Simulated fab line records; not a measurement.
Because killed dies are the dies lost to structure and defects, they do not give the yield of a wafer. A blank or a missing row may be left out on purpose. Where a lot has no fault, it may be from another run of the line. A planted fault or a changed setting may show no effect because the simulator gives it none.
Problem report, 8D (eight disciplines) form, completed by code | flow n5Finfet | the parts of the form that need people (team, actions taken, sign-off) are left out

1. THE PROBLEM
Wafers without a fault read 1499.9 rpm, standard deviation 0.88; spinSpeedRpm at N5_GATE_CUT_COAT_27 reads a mean of 1464.2 rpm on 5 wafers belonging to 2 lots. That is -41 standard deviations from the usual mean.
The step: time 60 s, resist thk 10 nm.
Earliest sighting: wafer L676.5 on lithoTrack-05 at day 6 03:08. The record holds 29 wafers of 10 lots with a number at this step. Rule for "out", or "out of limits": more than 4 standard deviations from the usual mean. Any other wafer with a number is counted as sound.

2. WHAT IT IS; WHAT IT IS NOT
question                    | is                     | is not
which readings at this step | spinSpeedRpm           | -
which lots                  | L676, L678             | L672, L685, L686, L688, L689, L691, L692, L693
which wafers of those lots  | all that have a number | -
read on which tools         | lithoTrack-05          | lithoTrack-01, lithoTrack-03
when                        | from day 6 03:08       | up to then (3 sound wafers); but 21 sound wafers of L685, L686, L688, L689, L691, L692, L693 came after

3. WHAT RULES OUT EACH SUSPECT
Counting: a tool stays on the suspect list if, at a process step up to the reading, it processed all lots that are out and no sound lot following the first of them.
- rieMetal-01 at N5_GATE_CUT_ETCH_56 (etches TiN in Cl2/Ar, target depth 21.6 nm): ruled out as a lasting fault. The sound lots L688 went through it after L676, its earliest lot that is out (day 5 23:47).
- cmp-02 at N5_GATE_CUT_CMP_02 (polishes, stops on SiO2, t overpolish 12.7 s, target thk 0 nm): ruled out as a lasting fault. The sound lots L686, L691, L692 went through it after L676, its earliest lot that is out (day 6 02:53).
- lithoTrack-05 at N5_GATE_CUT_COAT_27 (time 60 s, resist thk 10 nm): ruled out as a lasting fault. The sound lots L688, L692 went through it after L676, its earliest lot that is out (day 6 03:08).
Left after counting: nothing in the record.

4. THE CAUSE (what the simulator had put in)
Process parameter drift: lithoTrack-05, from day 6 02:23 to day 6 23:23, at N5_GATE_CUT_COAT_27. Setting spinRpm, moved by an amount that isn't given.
Counting ruled it out, wrongly.

5. THE CHAIN OF EFFECTS, in route order
Each row: a reading where the mean over the struck wafers with a number is more than 3 standard deviations away from the usual. Scope: only readings with a usual standard deviation given in the record; hours: median across lots of the time from each lot's start at the first step in this table that gives one to its start at this step; sigmas: change in usual standard deviations.
hours | step                | reading      | usual      | on struck wafers | change | sigmas
0     | N5_GATE_CUT_COAT_27 | spinSpeedRpm | 1499.9 rpm | 1464.2           | -35.7  | -41
Here are the process steps it includes:
- N5_GATE_CUT_COAT_27: time 60 s, resist thk 10 nm.
At these later measuring or inspecting steps, every struck wafer for which the step has a row has a number for every such reading, and none has moved that far: N5_GATE_CUT_OVL_MEAS_14, N5_BEOL_M4_RC_MEAS_101.

6. WHAT WOULD HAVE CAUGHT IT SOONER
In this record the first reading out of limits was taken at day 6 03:08, 1 hour after the fault began at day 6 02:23.
